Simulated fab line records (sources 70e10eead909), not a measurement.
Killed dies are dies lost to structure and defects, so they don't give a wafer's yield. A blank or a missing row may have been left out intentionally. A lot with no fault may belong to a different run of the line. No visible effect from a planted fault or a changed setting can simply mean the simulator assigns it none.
Chamber matching / flow nandHarc / NHARC_A_M1_ETCH_35 on rieDiel-12 has 4 sister chambers
The step etches the open film in N2/H2, target depth 40 nm, overetch 12 nm, time 43.94 s. 20 wafers are shown with their chamber, then 10 later ones without.

WAFERS PAIRED WITH THEIR CHAMBERS
wafer=L077.2; chamber=3; showerheadPlenumPTorr (Torr)=1.99; drypumpMotorCurrentA (A)=5.5; rfVppV (V)=429.8
wafer=L077.3; chamber=0; showerheadPlenumPTorr (Torr)=1.99; drypumpMotorCurrentA (A)=5.9; rfVppV (V)=429.7
wafer=L077.5; chamber=0; showerheadPlenumPTorr (Torr)=1.99; drypumpMotorCurrentA (A)=5.9; rfVppV (V)=428.7
wafer=L080.1; chamber=3; showerheadPlenumPTorr (Torr)=1.99; drypumpMotorCurrentA (A)=5.4; rfVppV (V)=428.0
wafer=L080.2; chamber=0; showerheadPlenumPTorr (Torr)=1.99; drypumpMotorCurrentA (A)=5.9; rfVppV (V)=430.0
wafer=L080.6; chamber=2; showerheadPlenumPTorr (Torr)=2.18; drypumpMotorCurrentA (A)=4.9; rfVppV (V)=433.3
wafer=L083.2; chamber=0; showerheadPlenumPTorr (Torr)=1.99; drypumpMotorCurrentA (A)=5.9; rfVppV (V)=430.4
wafer=L083.5; chamber=1; showerheadPlenumPTorr (Torr)=2.04; drypumpMotorCurrentA (A)=5.5; rfVppV (V)=430.7
wafer=L083.6; chamber=2; showerheadPlenumPTorr (Torr)=2.18; drypumpMotorCurrentA (A)=5.0; rfVppV (V)=434.6
wafer=L084.1; chamber=2; showerheadPlenumPTorr (Torr)=2.18; drypumpMotorCurrentA (A)=4.9; rfVppV (V)=433.3
wafer=L084.4; chamber=0; showerheadPlenumPTorr (Torr)=1.99; drypumpMotorCurrentA (A)=5.9; rfVppV (V)=428.5
wafer=L084.5; chamber=3; showerheadPlenumPTorr (Torr)=1.99; drypumpMotorCurrentA (A)=5.4; rfVppV (V)=428.9
wafer=L085.2; chamber=2; showerheadPlenumPTorr (Torr)=2.18; drypumpMotorCurrentA (A)=4.9; rfVppV (V)=434.0
wafer=L085.3; chamber=1; showerheadPlenumPTorr (Torr)=2.04; drypumpMotorCurrentA (A)=5.5; rfVppV (V)=429.9
wafer=L085.6; chamber=2; showerheadPlenumPTorr (Torr)=2.18; drypumpMotorCurrentA (A)=4.9; rfVppV (V)=434.5
wafer=L086.3; chamber=1; showerheadPlenumPTorr (Torr)=2.04; drypumpMotorCurrentA (A)=5.5; rfVppV (V)=431.6
wafer=L086.4; chamber=0; showerheadPlenumPTorr (Torr)=1.99; drypumpMotorCurrentA (A)=5.9; rfVppV (V)=430.1
wafer=L086.5; chamber=0; showerheadPlenumPTorr (Torr)=1.99; drypumpMotorCurrentA (A)=5.9; rfVppV (V)=428.9
wafer=L091.2; chamber=3; showerheadPlenumPTorr (Torr)=1.98; drypumpMotorCurrentA (A)=5.4; rfVppV (V)=429.1
wafer=L091.3; chamber=1; showerheadPlenumPTorr (Torr)=2.04; drypumpMotorCurrentA (A)=5.5; rfVppV (V)=429.2

SIGNATURES (averages over the wafers above)
reading=showerheadPlenumPTorr; chamber 0=1.9900; chamber 1=2.0400; chamber 2=2.1800; chamber 3=1.9875; scatter within a chamber=0.00217
reading=drypumpMotorCurrentA; chamber 0=5.900; chamber 1=5.500; chamber 2=4.920; chamber 3=5.425; scatter within a chamber=0.0311
reading=rfVppV; chamber 0=429.471; chamber 1=430.350; chamber 2=433.940; chamber 3=428.950; scatter within a chamber=0.786
Rule: a wafer's distance from a chamber is the root of the sum, over the readings, of the square of ((its reading less the chamber's mean) divided by the reading's scatter). If the next closest chamber is less than 2 further off than the closest, the wafer can't be placed; otherwise it belongs to the closest. The scatter: the root of (the sum of the squares of (reading less its chamber's mean) over the shown wafers, divided by (wafers less chambers)).

WAFERS WITHOUT THEIR CHAMBER
wafer=L091.4; showerheadPlenumPTorr (Torr)=1.99; drypumpMotorCurrentA (A)=5.9; rfVppV (V)=429.2
wafer=L093.1; showerheadPlenumPTorr (Torr)=1.98; drypumpMotorCurrentA (A)=5.4; rfVppV (V)=429.0
wafer=L093.5; showerheadPlenumPTorr (Torr)=1.99; drypumpMotorCurrentA (A)=5.9; rfVppV (V)=429.8
wafer=L093.6; showerheadPlenumPTorr (Torr)=2.04; drypumpMotorCurrentA (A)=5.5; rfVppV (V)=430.9
wafer=L092.1; showerheadPlenumPTorr (Torr)=2.18; drypumpMotorCurrentA (A)=5.0; rfVppV (V)=434.6
wafer=L092.2; showerheadPlenumPTorr (Torr)=1.98; drypumpMotorCurrentA (A)=5.4; rfVppV (V)=429.1
wafer=L092.4; showerheadPlenumPTorr (Torr)=2.04; drypumpMotorCurrentA (A)=5.5; rfVppV (V)=429.9
wafer=L097.2; showerheadPlenumPTorr (Torr)=1.99; drypumpMotorCurrentA (A)=5.9; rfVppV (V)=428.8
wafer=L097.3; showerheadPlenumPTorr (Torr)=2.18; drypumpMotorCurrentA (A)=4.9; rfVppV (V)=434.0
wafer=L097.5; showerheadPlenumPTorr (Torr)=2.18; drypumpMotorCurrentA (A)=5.0; rfVppV (V)=434.1

CHAMBER TAKEN BY EACH
wafer=L091.4; from the rows above=0; in truth=0
wafer=L093.1; from the rows above=3; in truth=3
wafer=L093.5; from the rows above=0; in truth=0
wafer=L093.6; from the rows above=1; in truth=1
wafer=L092.1; from the rows above=2; in truth=2
wafer=L092.2; from the rows above=3; in truth=3
wafer=L092.4; from the rows above=1; in truth=1
wafer=L097.2; from the rows above=0; in truth=0
wafer=L097.3; from the rows above=2; in truth=2
wafer=L097.5; from the rows above=2; in truth=2
Placed correctly: 10 of 10. Not placeable from these rows: 0. 0 placed wrongly.
